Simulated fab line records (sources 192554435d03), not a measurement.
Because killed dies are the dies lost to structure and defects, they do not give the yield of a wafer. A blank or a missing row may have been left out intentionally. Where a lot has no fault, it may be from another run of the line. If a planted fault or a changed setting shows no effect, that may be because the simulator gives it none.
Matching of chambers / flow n5_finfet / cmp-02 running N5_BEOL_M8_CMP_52: 4 sister chambers
The step polishes, stops on SiCOH lowk, t overpolish 6.9 s, target thk 80 nm. 4 wafers are shown with their chamber, then 9 later ones without.

## WAFERS, EACH WITH ITS CHAMBER
wafer=L078.2; chamber=0; motor_current_A (A)=6.5
wafer=L089.1; chamber=1; motor_current_A (A)=5.9
wafer=L089.4; chamber=3; motor_current_A (A)=5.4
wafer=L089.5; chamber=2; motor_current_A (A)=6.3

## WAFERS WHOSE CHAMBER IS MISSING
wafer=L092.2; motor_current_A (A)=6.3
wafer=L092.3; motor_current_A (A)=6.0
wafer=L092.4; motor_current_A (A)=6.3
wafer=L096.1; motor_current_A (A)=6.3
wafer=L096.3; motor_current_A (A)=5.2
wafer=L096.5; motor_current_A (A)=5.2
wafer=L097.1; motor_current_A (A)=6.7
wafer=L097.3; motor_current_A (A)=6.5
wafer=L097.5; motor_current_A (A)=6.4

## THE CHAMBER EACH PASSED THROUGH
wafer=L092.2; from the rows above=can't be placed: 2 or 0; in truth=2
wafer=L092.3; from the rows above=can't be placed: 1 or 2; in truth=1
wafer=L092.4; from the rows above=can't be placed: 2 or 0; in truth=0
wafer=L096.1; from the rows above=can't be placed: 2 or 0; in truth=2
wafer=L096.3; from the rows above=3; in truth=3
wafer=L096.5; from the rows above=3; in truth=3
wafer=L097.1; from the rows above=can't be placed: 0 or 2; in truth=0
wafer=L097.3; from the rows above=can't be placed: 0 or 2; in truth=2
wafer=L097.5; from the rows above=can't be placed: 0 or 2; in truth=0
Correctly placed: 2 of 9. These rows do not allow placing 7 (true chamber among the candidates in 7). Placed wrongly: 0.
How it was worked out, from the rows above alone: a wafer's distance from a chamber is the root of the sum, over the readings, of the square of ((its reading less the chamber's mean) divided by the reading's scatter). The wafer belongs to the nearest chamber; if the next one is less than 2 further off, it can't be placed. The mean given for a chamber averages the wafers shown for that chamber. The scatter (one wafer shown for each chamber): square how far every hidden wafer sits from the nearest shown wafer, average those squares and take the square root.
